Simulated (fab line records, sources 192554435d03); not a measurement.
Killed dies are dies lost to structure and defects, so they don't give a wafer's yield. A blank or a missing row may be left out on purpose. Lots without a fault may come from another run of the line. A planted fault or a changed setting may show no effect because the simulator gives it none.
Split-lot experiment | flow n5_finfet | 7 lots, 21 wafers read, on a route of 1938 steps

THE SPLIT
At N5_BEOL_M14_TRENCH_ETCH_34 (etches SiO2 in C4F8/O2/Ar, target depth 556.65 nm, time 126.9 s), the setting bias_w was moved away from the recipe's 2040 W on 11 of the 21 wafers read, by -14.5% to +9.6%. The other wafers ran this setting at the recipe's value.

FROM THE SPLIT TO THE READING: what the file shows between them, 10 steps
- N5_BEOL_M14_STRIP_70: strips in C4F8/O2/Ar
- N5_BEOL_M14_OCD_MEAS_35
- N5_BEOL_M14_STRIP_37: strips in O2
- N5_BEOL_M14_ETCH_38: etches SiCN in CF4/N2, target depth 106.5 nm, time 120.6 s
- N5_BEOL_M14_ECD_47: material Cu, target thk 1248 nm
- N5_BEOL_M14_ANNEAL_48: time 90 s
- N5_BEOL_M14_CMP_49: polishes, stops on SiO2, t overpolish 5.2 s, target thk 560 nm
- N5_BEOL_M14_THK_MEAS_50: measures by xrf
- N5_BEOL_M14_PRE_CLEAN_52: time 15 s
- N5_BEOL_M14_DEP_53: deposits SiCN from 3MS/NH3, target thk 50 nm, time 17.8 s

THE READING
M14_RS, in ohm/sq, at N5_BEOL_M14_RS_MEAS_54 (measures by four-point-probe). Fault-free wafers of this fab line usually give 0.0331 ohm/sq, standard deviation 0.00058 ohm/sq.

wafer  | tool, chamber at the split | bias_w as run, W | against the recipe | M14_RS, ohm/sq | against lot-mates on the recipe
L074.1 | rie_diel-01, 0             | 2040             | recipe             | 0.0327         | -
L074.4 | rie_diel-01, 1             | 2236             | +9.6%              | 0.0322         | -0.0007
L074.6 | rie_diel-01, 1             | 2040             | recipe             | 0.0331         | -
L075.1 | rie_diel-04, 2             | 2040             | recipe             | 0.0330         | -
L075.3 | rie_diel-04, 0             | 2154             | +5.6%              | 0.0321         | -0.0009
L075.6 | rie_diel-04, 0             | 2154             | +5.6%              | 0.0320         | -0.0010
L077.4 | rie_diel-02, 3             | 1867             | -8.5%              | 0.0348         | no lot-mate on the recipe
L077.5 | rie_diel-02, 0             | 1867             | -8.5%              | 0.0350         | no lot-mate on the recipe
L077.6 | rie_diel-02, 3             | 1867             | -8.5%              | 0.0346         | no lot-mate on the recipe
L079.3 | rie_diel-01, 3             | 2040             | recipe             | 0.0330         | -
L079.4 | rie_diel-01, 0             | 2040             | recipe             | 0.0324         | -
L079.5 | rie_diel-01, 1             | 2040             | recipe             | 0.0330         | -
L084.1 | rie_diel-01, 0             | 2040             | recipe             | 0.0327         | -
L084.4 | rie_diel-01, 0             | 1764             | -13.5%             | 0.0340         | +0.0012
L084.6 | rie_diel-01, 1             | 2040             | recipe             | 0.0329         | -
L089.3 | rie_diel-04, 0             | 2040             | recipe             | 0.0323         | -
L089.4 | rie_diel-04, 2             | 1744             | -14.5%             | 0.0351         | +0.0028
L089.5 | rie_diel-04, 3             | 1744             | -14.5%             | 0.0346         | +0.0023
L091.1 | rie_diel-01, 0             | 1904             | -6.7%              | 0.0332         | +0.0005
L091.2 | rie_diel-01, 3             | 2040             | recipe             | 0.0327         | -
L091.6 | rie_diel-01, 2             | 1904             | -6.7%              | 0.0335         | +0.0008

THE FIT
A straight line over all 21 wafers: M14_RS changes by -0.000134 ohm/sq for each +1% of bias_w; r = -0.89; the points scatter about the line by 0.00046 ohm/sq.
The same after taking each lot's own level away (the mean of its wafers on the recipe; 18 wafers): -0.000137 ohm/sq for each +1%; r = -0.93; scatter 0.00037 ohm/sq.
On that fit, the largest move of bias_w shifts the reading by 0.002 ohm/sq.
The lots' own levels span 0.03230 to 0.03300 ohm/sq, that is 1.2 times the standard deviation above.
So the lot-to-lot level changes the slope little: the two slopes agree.
Check: with one of the wafers moved furthest among these (-14.5%) left out of the fit, the line predicts +0.00171 ohm/sq for it against its lot-mates. It came out at +0.0028 ohm/sq against them.
Tool readings at the split's step, against how far the setting was moved: rf_vpp_V r = +0.98.

OTHER SPLITS ON THESE WAFERS
These wafers also went through other splits before the reading. Each is held against what the fit with the lots' levels taken away leaves over:
other split on the same wafers | wafers away from the commonest value | r with M14_RS (lot level and that fit taken away)
N5_BEOL_M13_DESCUM_33 time_s   | 9                                    | -0.01
N5_BEOL_M14_PEB_26 peb_temp_c  | 8                                    | -0.24

THE WHOLE CHAIN: every reading that the file lists as answering this split, in the file's order
step                       | what it does                                                    | reading                                                                       | change (the file's fit)               | r (the file's)
N5_BEOL_M14_TRENCH_ETCH_34 | etches SiO2 in C4F8/O2/Ar, target depth 556.65 nm, time 126.9 s | rf_vpp_V                                                                      | +17.1 V for each +1% of the setting   | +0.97
N5_BEOL_M14_TRENCH_ETCH_34 | etches SiO2 in C4F8/O2/Ar, target depth 556.65 nm, time 126.9 s | etch.depth_nm (the simulator's own value, which no gauge read)                | +1.97 nm for each +1% of the setting  | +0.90
N5_BEOL_M14_OCD_MEAS_35    |                                                                 | trench_depth_nm                                                               | +1.99 nm for each +1% of the setting  | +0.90
N5_BEOL_M14_CMP_49         | polishes, stops on SiO2, t overpolish 5.2 s, target thk 560 nm  | Cu_of_BEOL_M14_ECD_47.thk_nm (the simulator's own value, which no gauge read) | +2.03 nm for each +1% of the setting  | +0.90
N5_BEOL_M14_THK_MEAS_50    | measures by xrf                                                 | M14_THK                                                                       | +1.83 for each +1% of the setting     | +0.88
N5_BEOL_M14_RS_MEAS_54     | measures by four-point-probe                                    | M14_RS                                                                        | -0.000125 for each +1% of the setting | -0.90

THE FILE'S OWN FIT
M14_RS changes by -0.000125 ohm/sq for each +1% of bias_w, r = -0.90.
